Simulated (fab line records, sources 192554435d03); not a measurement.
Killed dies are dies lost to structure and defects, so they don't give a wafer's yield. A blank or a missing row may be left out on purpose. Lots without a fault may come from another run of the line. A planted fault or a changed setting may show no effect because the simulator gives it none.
Chamber matching | flow n5_finfet | N5_BEOL_M13_ETCH_68 on rie_diel-01: 4 sister chambers
The step etches SOC in N2/H2, time 355 s. 4 wafers are shown with their chamber, then 8 later ones without.

WAFERS WITH THEIR CHAMBER
wafer  | chamber | showerhead_plenum_p_Torr (Torr)
L079.6 | 1       | 2.58
L086.4 | 2       | 2.47
L086.6 | 0       | 2.69
L087.1 | 3       | 2.56

WAFERS WITHOUT THEIR CHAMBER
wafer  | showerhead_plenum_p_Torr (Torr)
L087.3 | 2.57
L087.6 | 2.47
L088.1 | 2.47
L088.5 | 2.56
L088.6 | 2.47
L091.1 | 2.47
L091.2 | 2.57
L091.4 | 2.56

WHICH CHAMBER EACH WENT THROUGH
wafer  | from the rows above     | in truth
L087.3 | can't be placed: 3 or 1 | 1
L087.6 | 2                       | 2
L088.1 | 2                       | 2
L088.5 | 3                       | 3
L088.6 | 2                       | 2
L091.1 | 2                       | 2
L091.2 | can't be placed: 3 or 1 | 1
L091.4 | 3                       | 3
Placed correctly: 6 of 8. Can't be placed from these rows: 2 (the true chamber is among the candidates in 2). Placed wrongly: 0.
How it was worked out, from the rows above alone: a wafer's distance from a chamber is the root of the sum, over the readings, of the square of ((its reading less the chamber's mean) divided by the reading's scatter). The wafer belongs to the nearest chamber; if the next one is less than 2 further off, it can't be placed. A chamber's mean is the mean of its shown wafers. The scatter: with one shown wafer a chamber, the root of the mean of the squares of how far each hidden wafer lies from its nearest shown one.
